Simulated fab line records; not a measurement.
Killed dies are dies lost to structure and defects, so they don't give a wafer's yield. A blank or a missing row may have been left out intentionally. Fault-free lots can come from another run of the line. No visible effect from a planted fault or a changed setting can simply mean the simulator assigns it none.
fab line records	flow n5Finfet
record: lots: 5	wafers: 13	lastDay: 17
route steps=1938 shown BEOL_M8@1332 BEOL_M15@1830 PASSIVATION@1936
lots that met no fault: from a run of the same line without faults
startH: hours from the record's first day to the start of the lot's first wafer shown	waitH: hours elapsed since this lot's preceding step	" as in the row above	L1.1+2: a single row standing in for several wafers	- no value present, or no start provided	* or withheld: withheld	< > ~ a bound
route shown NAME@n: names a module that has steps shown in the file, with the first one's number in the route	usual: mean and standard deviation over wafers with no fault	same: alike in all rows	chamber/n: place in a boat	sites: readings site by site	_std_site: how widely they spread, as a standard deviation	_edge_site: inner sites' mean taken away from outer sites' mean	radiusMm: how far each site lies from the wafer's centre	mask NAME#n: copy n	behind: the tool/chamber that last shaped the wafer	hold: the reason the lot was held/the length of the hold in hours/how it ended	device: the n, p or np transistor that did not switch	end of line: the same wafers' tests at the end of the route	for a step that has no rows: nothing shown but its recipe	killed: dies lost to structure and defects at the first sort, not the wafer's yield	map: per-die view of a wafer (x killed, . not killed, _ where there is no die)
set.NAME: the setting the step ran with; set.NAME@STEP: the setting that earlier step ran with	model.NAME: the simulator's own value behind a step, which no gauge read
lots at selected steps of the route; one table per step, one row per wafer
services: the hour from which a tool's chamber was out of use, counted from the record's first day as startH (under 0 if before that day), plus the number of hours and why
== steps ==
step: N5_BEOL_M8_ILD_DEP_00
recipe: material: SiCOH_lowk	targetThkA: 1797.5	tempC: 300	precursor: DEMS/porogen	pressureTorr: 5	rfW: 500	timeS: 33.4
step: N5_BEOL_M8_CURE_74
recipe: tempC: 385	timeS: 240	ambient: He/Ar	material: SiCOH_lowk
step: N5_BEOL_M8_PECVD_70
recipe: material: SiO2	targetThkA: 200	tempC: 400	precursor: TEOS/O2	pressureTorr: 5.5	rfW: 450	teosFlowSccm: 53.8	gas: O2	flowSccm: 3000	timeS: 22.7
step: N5_BEOL_M8_HM_DEP_02
recipe: material: TiN	targetThkA: 200	tempC: 25	chamberPressurePa: 0.49996
step: N5_BEOL_M8_COAT_59
recipe: resist: SOC	tempC: 250	timeS: 60	spinRpm: 1500	resistThkNm: 100
step: N5_BEOL_M8_COAT_60
recipe: resist: SiARC	tempC: 220	timeS: 60	spinRpm: 1500	resistThkNm: 35
step: N5_BEOL_M8_COAT_05
recipe: resist: CAR-ArF	spinRpm: 1500	resistThkNm: 90
step: N5_BEOL_M8_EBR_07
recipe: solvent: PGMEA	ebrWidthMm: 1.5
step: N5_BEOL_M8_SOFTBAKE_06
recipe: tempC: 110	timeS: 60	resist: CAR-ArF
step: N5_BEOL_M8_EXPOSE_08
recipe: maskId: M8	na: 1.35	sourceShape: dipole	sigmaInner: 0.817	sigmaOuter: 0.97	polarization: te	doseMj: 68.25
step: N5_BEOL_M8_PEB_09
recipe: pebTempC: withheld	pebTimeS: 60	resist: CAR-ArF
lot.wafer	tool	chamber	startH	waitH
L352.1+3+6	lithoTrack-05	0	226.30	0.1
L359.1+3+5	lithoTrack-02	0	268.90	0.1
L364.1+4+5	lithoTrack-05	0	303.84	0.1
L367.2+4	lithoTrack-05	0	324.13	0.0
L370.2+3	lithoTrack-05	0	337.60	0.0
step: N5_BEOL_M8_DEVELOP_10
recipe: developTimeS: 30	developer: TMAH	resist: CAR-ArF	rinseLiquid: diw	dry: airSpin	devTempC: 23
step: N5_BEOL_M8_CD_MEAS_11
recipe: targetCdNm: 38.5	landingEnergyEv: 500	detector: seInlens	polarity: opening
usual: cdNm: 38.4/0.64
lot.wafer	tool	chamber	startH	waitH	cdNm
L352.1	cdSem-03	0	226.37	-	37.8
L352.3	"	0	"	"	39.7
L352.6	"	0	"	"	38.6
L359.1	cdSem-02	0	268.97	-	37.8
L359.3	"	0	"	"	38.3
L359.5	"	0	"	"	39.0
L364.1	cdSem-02	0	303.90	-	38.5
L364.4	"	0	"	"	42.5
L364.5	"	0	"	"	38.3
L367.2	cdSem-02	0	324.19	-	38.7
L367.4	"	0	"	"	42.2
L370.2	cdSem-02	0	337.67	-	38.0
L370.3	"	0	"	"	42.2
step: N5_BEOL_M8_DESCUM_16
recipe: chemistry: O2	timeS: 7.9	sourcePowerW: 50	biasPowerW: 20	pressureMtorr: 20	rfFrequencyHz: 2.712e+07	tempC: 40	resist: CAR-ArF	o2FlowSccm: 225
step: N5_BEOL_M8_ETCH_61
recipe: chemistry: CF4	target: SiARC	targetDepthA: 455	maskMaterial: CAR-ArF	timeS: 75.8	ionEnergyEv: 80	pressureMtorr: 40	sourceW: 545	biasW: 36	Ar_flow_sccm: 100	cf4FlowSccm: 100	ends: cleared
usual: drypumpMotorCurrentA: 5.65/0.29	etchRfOnTimeS: 75.1/2.6	mfcArSccm: 100.0/0.31	oesProductAu: 0.70/0.063	rfVppV: 184.1/1.2	showerheadPlenumPTorr: 2.14/0.08	throttleValvePct: 15.49/0.26
lot.wafer	tool	chamber	startH	waitH	drypumpMotorCurrentA	etchRfOnTimeS	mfcArSccm	oesProductAu	rfHoursCounterH	rfVppV	showerheadPlenumPTorr	throttleValvePct	model.BEOL_M8.cdOffsetNm
L352.1	rieDiel-01	1	226.61	0.0	5.54	73.0	100.1	0.80	20	184.5	2.15	15.16	-0.2
L352.3	"	3	"	"	5.53	74.3	100.3	0.83	12	186.0	2.26	15.07	0.6
L352.6	"	2	"	"	5.86	78.5	100.1	0.64	-	182.2	2.06	15.42	0
L359.1	rieDiel-06	0	269.44	0.0	5.73	76.9	99.9	0.61	193	181.6	2.03	15.93	-0.4
L359.3	"	3	"	"	5.25	79.4	99.5	0.68	97	185.1	2.10	16.00	0.6
L359.5	"	0	"	"	5.72	77.2	100.2	0.61	-	183.3	2.03	15.93	0.6
L364.1	rieDiel-02	3	304.03	0.0	6.08	75.9	100.1	0.59	230	185.4	2.10	15.60	0.2
L364.4	"	1	"	"	5.55	76.4	99.7	0.73	58	185.4	2.28	15.45	3.8
L364.5	"	3	"	"	6.07	76.4	100.4	0.58	-	185.1	2.10	15.60	-0.2
L367.2	rieDiel-01	0	324.55	0.0	5.68	69.1	100.0	0.70	103	183.9	2.08	15.72	0.4
L367.4	"	2	"	"	5.81	79.2	100.0	0.62	180	183.1	2.05	15.48	3.8
L370.2	rieDiel-01	2	337.79	0.0	5.86	78.7	99.7	0.61	183	180.7	2.05	15.48	-0.6
L370.3	"	1	"	"	5.51	72.3	100.1	0.74	59	184.0	2.14	15.24	3.6
step: N5_BEOL_M8_ETCH_62
recipe: chemistry: N2/H2	target: SOC	targetDepthA: 1100	overetchA: 220	maskMaterial: SiARC	tempC: 40	timeS: 165	ionEnergyEv: 200	pressureMtorr: 30	sourceW: 840	biasW: 150	n2FlowSccm: 200	h2FlowSccm: 200
step: N5_BEOL_M8_STRIP_68
recipe: chemistry: N2/H2	tempC: 40	n2FlowSccm: 200	h2FlowSccm: 200	rfFrequencyHz: 6e+07
step: N5_BEOL_M8_STRIP_67
recipe: chemistry: CF4	resist: SiARC	powerW: 300	biasPowerW: 75	pressureMtorr: 50	cf4FlowSccm: 150	rfFrequencyHz: 6e+07
step: N5_BEOL_M8_HM_OPEN_17
recipe: chemistry: Cl2/BCl3	targetDepthA: 200	overetchA: 60	target: TiN	maskMaterial: SOC	ionEnergyEv: 150	pressureMtorr: 10	icpW: 1000	biasW: 126	Cl2_flow_sccm: 53.25	bcl3FlowSccm: 21.75	Ar_flow_sccm: 25
usual: drypumpMotorCurrentA: 5.7/0.49	mfcArSccm: 24.99/0.073	oes_ar_750_au: 0.82/0.087	oesProductAu: 0.70/0.073	throttleValvePct: 22.10/0.25
lot.wafer	tool	chamber	startH	waitH	drypumpMotorCurrentA	mfcArSccm	oes_ar_750_au	oesProductAu	rfHoursCounterH	throttleValvePct	model.BEOL_M8.cdOffsetNm
L352.1	rieMetal-03	1	226.86	0.0	5.5	25.01	0.87	0.76	13	22.07	0.4
L352.3	"	1	"	"	5.5	25.06	0.87	0.75	-	22.08	1
L352.6	"	0	"	"	5.4	25.01	0.65	0.56	-	22.66	0.4
L359.1	rieMetal-02	1	269.69	0.0	6.4	25.01	0.88	0.75	15	21.94	-0.2
L359.3	"	0	"	"	6.0	25.09	0.91	0.75	-	21.87	0.2
L359.5	"	0	"	"	6.0	25.06	0.90	0.77	-	21.87	0.8
L364.1	rieMetal-02	0	304.27	0.0	6.0	25.05	0.89	0.74	15	21.88	0.2
L364.4	"	1	"	"	6.4	24.92	0.87	0.72	-	21.99	4.4
L364.5	"	0	"	"	5.9	24.93	0.89	0.74	-	21.89	0
L367.2	rieMetal-01	1	324.80	0.0	6.2	24.94	0.82	0.70	23	22.03	0.2
L367.4	"	0	"	"	5.0	24.85	0.74	0.65	-	21.97	4
L370.2	rieMetal-03	0	338.35	0.3	5.4	25.13	1.00	0.84	0	22.26	-0.6
L370.3	"	1	"	"	5.5	24.98	0.83	0.72	-	22.11	3.8
step: N5_BEOL_M8_STRIP_19
recipe: chemistry: O2	powerW: 400	tempC: 40	pressureMtorr: 30	rfFrequencyHz: 6e+07	biasPowerW: 0	overashFraction: 0.2	o2FlowSccm: 225
step: N5_BEOL_M8_CD_MEAS_18
recipe: pitchNm: 80	targetCdNm: 40
usual: cdNm: 40.1/0.66
lot.wafer	tool	chamber	startH	waitH	cdNm
L352.1	cdSem-03	-	227.10	0.0	40.5
L352.3	"	-	"	"	40.8
L352.6	"	-	"	"	40.1
L359.1	cdSem-03	-	269.92	0.0	39.8
L359.3	"	-	"	"	40.1
L359.5	"	-	"	"	40.7
L364.1	cdSem-01	-	304.46	0.1	40.1
L364.4	"	-	"	"	44.5
L364.5	"	-	"	"	40.3
L367.2	cdSem-02	-	324.98	0.1	40.3
L367.4	"	-	"	"	44.2
L370.2	cdSem-01	-	338.57	0.1	39.6
L370.3	"	-	"	"	44.3
step: N5_BEOL_M8_COAT_63
recipe: resist: SOC	tempC: 250	timeS: 60	spinRpm: 1500	resistThkNm: 60
step: N5_BEOL_M8_COAT_64
recipe: resist: SiARC	tempC: 220	timeS: 60	spinRpm: 1500	resistThkNm: 12
step: N5_BEOL_M8_COAT_71
recipe: resist: underlayer	tempC: 205	timeS: 60	spinRpm: 1500	resistThkNm: 5
step: N5_BEOL_M8_COAT_22
recipe: resist: CAR-EUV	spinRpm: 1500	resistThkNm: 30
step: N5_BEOL_M8_EBR_24
recipe: solvent: PGMEA	ebrWidthMm: 1.5
step: N5_BEOL_M8_SOFTBAKE_23
recipe: tempC: 110	timeS: 60	resist: CAR-EUV
step: N5_BEOL_M8_EXPOSE_25
recipe: maskId: V7	na: 0.33	sourceShape: annular	sigmaInner: 0.4	sigmaOuter: 0.8	polarization: unpolarized	targetCdNm: 40	doseMj: 42.5
step: N5_BEOL_M8_PEB_26
recipe: pebTempC: 100	pebTimeS: 60	resist: CAR-EUV
step: N5_BEOL_M8_DEVELOP_27
recipe: developTimeS: 30	developer: TMAH	resist: CAR-EUV	rinseLiquid: surfactantRinse	dry: airSpin	devTempC: 23
step: N5_BEOL_M8_DESCUM_33
recipe: chemistry: O2	timeS: 7	sourcePowerW: 50	biasPowerW: 20	pressureMtorr: 20	rfFrequencyHz: 2.712e+07	tempC: 40	resist: CAR-EUV	o2FlowSccm: 225
step: N5_BEOL_M8_ETCH_72
recipe: chemistry: N2/H2	target: underlayer	targetDepthA: 65	maskMaterial: CAR-EUV	timeS: 5.2	ionEnergyEv: 200	pressureMtorr: 30	sourceW: 840	biasW: 150	n2FlowSccm: 200	h2FlowSccm: 200	ends: cleared
step: N5_BEOL_M8_ETCH_65
recipe: chemistry: CF4	target: SiARC	targetDepthA: 156	maskMaterial: CAR-EUV	timeS: 26	ionEnergyEv: 80	pressureMtorr: 40	sourceW: 545	biasW: 36	Ar_flow_sccm: 100	cf4FlowSccm: 100	ends: cleared
step: N5_BEOL_M8_ETCH_66
recipe: chemistry: N2/H2	target: SOC	targetDepthA: 800	overetchA: 160	maskMaterial: SiARC	tempC: 40	timeS: 120	ionEnergyEv: 200	pressureMtorr: 30	sourceW: 840	biasW: 150	n2FlowSccm: 200	h2FlowSccm: 200
step: N5_BEOL_M8_STRIP_69
recipe: chemistry: N2/H2	tempC: 40	n2FlowSccm: 200	h2FlowSccm: 200	rfFrequencyHz: 6e+07
step: N5_BEOL_M15_RC_MEAS_101
usual: etestTempC: 24.99/0.099	COMB_M10: 1.45e-11/3e-12	COMB_M11: 1.4e-11/3.2e-12	COMB_M12: 5.7e-12/1.1e-12	COMB_M13: 4.4e-12/1.1e-12	COMB_M13_max_site: 6.4e-12/1.7e-12	COMB_M14: 3e-12/8.8e-13	COMB_M15: 1.9e-12/5.7e-13	COMB_M15_max_site: 3e-12/8.7e-13	COMB_M5: 3.7e-11/7.8e-12	COMB_M6: 2.5e-11/5e-12	COMB_M7: 2.4e-11/5.1e-12	COMB_M8: 2.5e-11/5.5e-12	COMB_M9: 1.38e-11/2.8e-12	SERP_M10: 3.07/0.099	SERP_M11: 3.13/0.1	SERP_M12: 0.643/0.023	SERP_M13: 0.312/0.0076	SERP_M14: 0.160/0.0061	SERP_M5: 39.1/2.1	SERP_M6: 13.8/0.76	SERP_M7: 14.2/0.71	SERP_M8: 13.7/0.63	SERP_M8_max_site: 14.4/0.66	SERP_M9: 3.13/0.11
lot.wafer	tool	chamber	startH	waitH	etestTempC	COMB_M10[S/m]	COMB_M11[S/m]	COMB_M12[S/m]	COMB_M13[S/m]	COMB_M13_max_site[S/m]	COMB_M14[S/m]	COMB_M15[S/m]	COMB_M15_max_site[S/m]	COMB_M5[S/m]	COMB_M6[S/m]	COMB_M7[S/m]	COMB_M8[S/m]	COMB_M9[S/m]	SERP_M10[ohm/um]	SERP_M11[ohm/um]	SERP_M12[ohm/um]	SERP_M13[ohm/um]	SERP_M14[ohm/um]	SERP_M5[ohm/um]	SERP_M6[ohm/um]	SERP_M7[ohm/um]	SERP_M8[ohm/um]	SERP_M8_max_site[ohm/um]	SERP_M9[ohm/um]
L352.1	prober-02	0	281.38	0.0	25.16	1.28e-11	1.4e-11	4.4e-12	4.9e-12	6.5e-12	2.8e-12	2.4e-12	3.1e-12	3.5e-11	1.7e-11	2.6e-11	1.7e-11	1.32e-11	3.11	3.13	0.649	0.322	0.165	40.8	13.5	13.8	13.6	14.2	3.05
L352.3	"	0	"	"	25.22	1.48e-11	1.3e-11	6.7e-12	8.4e-12	1.02e-11	2.8e-12	2.3e-12	3.6e-12	2.3e-11	2.1e-11	3.4e-11	2.1e-11	1.45e-11	3.02	3.14	0.660	0.319	0.170	35.4	13.1	14.1	13.6	14.1	3.04
L352.6	"	0	"	"	25.18	1.38e-11	1.4e-11	5.7e-12	6.2e-12	7.9e-12	3.1e-12	2.1e-12	3.1e-12	3.2e-11	2.5e-11	3.7e-11	2.3e-11	1.67e-11	2.96	3.13	0.634	0.314	0.163	37.9	14.6	13.6	13.4	13.9	2.97
L359.1	prober-02	0	325.78	0.0	24.95	1.21e-11	1.4e-11	5.5e-12	4.4e-12	8.1e-12	3e-12	2e-12	3.2e-12	5.6e-11	2.7e-11	2.4e-11	2.6e-11	1.73e-11	3.08	3.05	0.688	0.301	0.151	40.4	14.4	14.2	13.9	14.6	3.15
L359.3	"	0	"	"	25.05	1.58e-11	1.4e-11	4.1e-12	4.8e-12	6e-12	4.3e-12	3.4e-12	5e-12	3.9e-11	1.9e-11	2.2e-11	2.7e-11	1.85e-11	3.11	3.07	0.675	0.325	0.153	36.8	13.6	14.5	13.9	14.5	2.93
L359.5	"	0	"	"	25.00	1.36e-11	1.5e-11	5.1e-12	3.2e-12	4.7e-12	3.8e-12	2.1e-12	2.5e-12	3.5e-11	3.1e-11	3e-11	2.5e-11	2.48e-11	3.17	3.12	0.633	0.319	0.151	39.2	14.4	14.5	13.2	13.7	3.04
L364.1	prober-02	0	360.06	0.0	25.12	1.5e-11	1.1e-11	5.3e-12	4.4e-12	6.3e-12	2.9e-12	2.1e-12	3.3e-12	2.6e-11	2.4e-11	1.9e-11	2.6e-11	1.02e-11	3.08	3.18	0.616	0.311	0.152	39.5	14.6	14.4	12.7	13.7	3.12
L364.4	"	0	"	"	25.11	1.61e-11	1.2e-11	3.9e-12	6.8e-12	8.1e-12	4.3e-12	1.3e-12	2.1e-12	5e-11	1.6e-11	3.1e-11	3e-11	8.7e-12	2.97	3.16	0.644	0.313	0.148	39.2	14.2	13.7	12.8	13.0	3.25
L364.5	"	0	"	"	25.18	1.14e-11	1.4e-11	5.1e-12	3.9e-12	4.6e-12	1.9e-12	1.8e-12	2.6e-12	3.5e-11	2.9e-11	1.6e-11	2.3e-11	1.16e-11	3.05	3.06	0.667	0.313	0.151	41.0	13.6	14.1	13.2	14.1	3.17
L367.2	prober-01	0	390.90	0.2	25.02	1.03e-11	1e-11	6.3e-12	5e-12	5.5e-12	2.4e-12	1.2e-12	2.4e-12	3.5e-11	3.3e-11	2.3e-11	2.9e-11	1.3e-11	3.18	3.19	0.645	0.306	0.161	39.3	13.4	15.9	12.9	13.1	3.49
L367.4	"	0	"	"	25.10	1.54e-11	1.6e-11	5e-12	5.4e-12	9.8e-12	4.4e-12	1e-12	2.2e-12	3.4e-11	2.9e-11	1.6e-11	3.1e-11	1.31e-11	3.16	3.28	0.611	0.305	0.163	38.1	13.4	14.1	10.7	11.0	3.19
L370.2	prober-01	0	392.85	0.2	25.15	1.42e-11	1.1e-11	6.6e-12	2.8e-12	4.1e-12	2.4e-12	2.4e-12	3e-12	4.8e-11	2.3e-11	2.6e-11	2.2e-11	1.62e-11	2.86	3.27	0.686	0.308	0.152	39.2	14.3	14.5	14.1	14.7	3.32
L370.3	"	0	"	"	25.15	1.52e-11	1.1e-11	4.3e-12	3.9e-12	6.3e-12	2.5e-12	1.3e-12	1.9e-12	4.2e-11	1.7e-11	2.8e-11	2.2e-11	2.18e-11	3.21	3.13	0.616	0.299	0.164	38.8	13.2	13.8	11.6	12.2	3.42
sites SERP_M8 radiusMm=0,75,75,75,75,140,140,140,140
L352.1 13.0 14.0 13.4 13.3 13.6 13.8 13.5 14.2 14.0
L359.1 14.3 13.9 14.6 14.3 14.3 13.2 13.2 13.1 13.2
L364.1 12.5 12.6 12.4 12.6 12.7 13.4 13.4 13.4 13.7
L367.2 13.1 13.1 13.0 13.0 12.8 12.8 12.9 12.9 12.9
L370.2 13.8 14.0 14.3 14.1 14.0 14.1 14.7 14.1 14.2
step: N5_PASSIVATION_PROBE_49
usual: defectLimitedYield: 91.4/1.4	killed_at_M0_to_M3: 33/10	killed_at_M4_up: 14/6.1	killedAtContacts: 14/6.1	killedAtFrontEnd: 38/9.7	killedAtOther: 3.1/2.9	killedDies: 102/17	killedOpen: 67/13	killedShort: 32/8	sort_bin_4_leakage: 0.00/0.051	sort_bin_5_function: 5.1/0.94	sort_bin_6_memory: 3.2/0.68	sort_bin_8_speed: 0.02/0.17	sortNPass: 1078/17	sortYieldPct: 91.3/1.5
same: grossDies: 1180	killedAtBackSide: 0
lot.wafer	tool	chamber	startH	waitH	defectLimitedYield[%]	killed_at_M0_to_M3	killed_at_M4_up	killedAtContacts	killedAtFrontEnd	killedAtOther	killedDies	killedOpen	killedShort	sort_bin_4_leakage[%]	sort_bin_5_function[%]	sort_bin_6_memory[%]	sort_bin_8_speed[%]	sortNPass	sortYieldPct[%]
L364.4	prober-01	-	376.28	0.2	89.0	26	46	14	44	0	130	75	25	0	5.0	3.5	0	1050	89.0
L367.4	prober-02	-	405.63	0.2	86.2	40	36	14	72	1	163	100	43	0	8.1	3.6	0	1017	86.2
L370.3	prober-01	-	408.28	0.1	94.6	15	11	7	29	2	64	34	19	0.59	2.9	1.5	0	1109	94.0
killed by level:class
L364.4 BEOL_M8:areaPeb=28 STI_FIN_REVEAL:geometricParticle:open=14 MOL_CONTACT_COAG:geometricParticle:open=13 FIN_SAQP:geometricParticle:open=8 BEOL_M4:geometricParticle:open=8 GATE_CUT:geometricParticle:short=5 BEOL_M1:geometricParticle:open=5 BEOL_M0_SAQP:geometricParticle:open=4
L367.4 FIN_SAQP:geometricParticle:open=19 FIN_SAQP:geometricParticle:short=14 BEOL_M4:geometricParticle:open=14 BEOL_M8:areaPeb=14 MOL_CONTACT_COAG:geometricParticle:open=12 BEOL_M0_SAQP:geometricParticle:open=12 BEOL_M0_SAQP:geometricParticle:short=11 DUMMY_GATE:geometricParticle:open=8
L370.3 BEOL_M8:areaPeb=9 MOL_CONTACT_COAG:geometricParticle:open=6 FIN_SAQP:geometricParticle:open=5 STARTING-WAFER:geometricParticle:short=5 GATE_CUT:geometricParticle:short=4 BEOL_M2:geometricParticle:open=4 STARTING-WAFER:geometricParticle:open=4 DUMMY_GATE:geometricParticle:open=3
map L364.4 (x killed, . not)
_________________...........x________________
______________..xxx............._____________
___________....x.........x.........__________
__________.x.......x...............x_________
________xx.............x............x._______
_______.x.x..................x.x.....x.______
______...x.................x...........x_____
_____.......................x............____
____....x.x.....x.....................xx..___
___.....................x...........x..x..x__
___.xx.............x..........x....x...x...__
__.x......x..x.xx..............x..x..xx....x_
__...x..........................x......x...._
_...xx.x.........................x..........x
_.......................x.xx.............x...
_..x.x................x......................
_...xx...................x.....x.............
_x.....x...............x..........x.x........
_.........x.....................x..x.........
_...x..x.................x...................
_..................x..........x..............
__........x.............x....x........x....._
__x...............x...x.........x..........x_
___xx.......x...x.........................x__
___........x...........................x...__
____.x.................x......x........x..___
_____.....................x.x.x...x.x...x____
______.x...x..x.....x..........x........_____
_______..........x.........x.x.x.....x.______
________.......x..........x..........._______
__________..x......x................_________
___________x.....x.x..........x...x__________
______________......xxx........._____________
_________________x.x.....x...________________
map L367.4 (x killed, . not)
_________________..xxx......x________________
______________....x............._____________
___________.........x..x...........__________
__________.xx.......x.....x.......x._________
________......x........xx.x.........xx_______
_______...................x...x........______
______x......x....................x....._____
_____x.x..x..........x.xx..x...........xx____
____....x..........x.......x.x..........x.___
___.x....xx........xx..........xx.x...x....__
___.....x............x......xx.x.....x.....__
__..........................x.....xx........_
__.......xx...x.....x.x....................._
_....xx........x.x........x...x............xx
_x..x....................x.x...x.x...........
_....x....x.....x..x..x.x......x.xx...x...xx.
_......x..x......x.......x.....x.............
_x...................x.x........x..x.........
_.x..x...x........x...x.......xx..x.x........
_...............xx..x...........x....xx......
_..x...x.........................x.....x.x..x
__.....x................x..x................_
__..x.............x............x.......xx..._
___xx..x.x.x...................x...........__
___.....x.......................x..........__
____.xx.................xx.....x..........___
_____....x...........x.xx............x...____
______.......x.x....................x.x._____
_______..xx.....................x......______
________...x..xx......................_______
__________..x.x..x......x..x.......x_________
___________x..........x...........x__________
______________.x................_____________
_________________............________________
== services ==
tool	chamber	startH	hours	kind
lithoTrack-05	-	210.49	-	consumableReplace:filter
rieDiel-02	2	227.14	8.3	repair
rieMetal-03	-	267.96	15.6	pm
rieMetal-01	1	278.96	5.0	repair
rieDiel-06	1	284.61	7.2	repair
rieDiel-06	0	306.58	3.3	repair
rieMetal-03	0	316.70	-	clean
rieMetal-03	0	316.70	21.3	scheduledDown
rieMetal-03	0	316.70	21.3	ventCycle
rieDiel-02	-	325.71	1.2	repair
rieMetal-02	-	331.01	14.6	pm
rieDiel-02	0	334.02	2.4	repair
== key ==
firstSign: step: N5_BEOL_M8_CD_MEAS_11	reading: cdNm	direction: up	sigmas: 6.1	usual: 38.4	struck: 42.3
effect: step: N5_BEOL_M8_CD_MEAS_18	reading: cdNm	direction: up	sigmas: 6.5	usual: 40.1	struck: 44.3
effect: step: N5_BEOL_M15_RC_MEAS_101	reading: SERP_M8	direction: down	sigmas: 3.3	usual: 13.7	struck: 11.7
effect: step: N5_PASSIVATION_PROBE_49	reading: killed_at_M4_up	direction: up	sigmas: 2.7	usual: 14	struck: 31	wafersMoved: 2
modelEffect: step: N5_BEOL_M8_ETCH_61	value: BEOL_M8.cdOffsetNm	without: -0.6667	struck: 3.733
modelEffect: step: N5_BEOL_M8_HM_OPEN_17	value: BEOL_M8.cdOffsetNm	without: -0.3333	struck: 4.067
metAt N5_BEOL_M8_PEB_09
struckWafers L364.4,L367.4,L370.3
onsetBetween 226.30 303.84
fault: kind: processParameterDrift	tool: lithoTrack-05	chamber: -	onsetH: 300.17	steps: N5_BEOL_M8_PEB_09	channel: pebTimeS	offset: *	shape: step	endH: 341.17	scope: struckWafersOnly	actsIn: *	stated: *
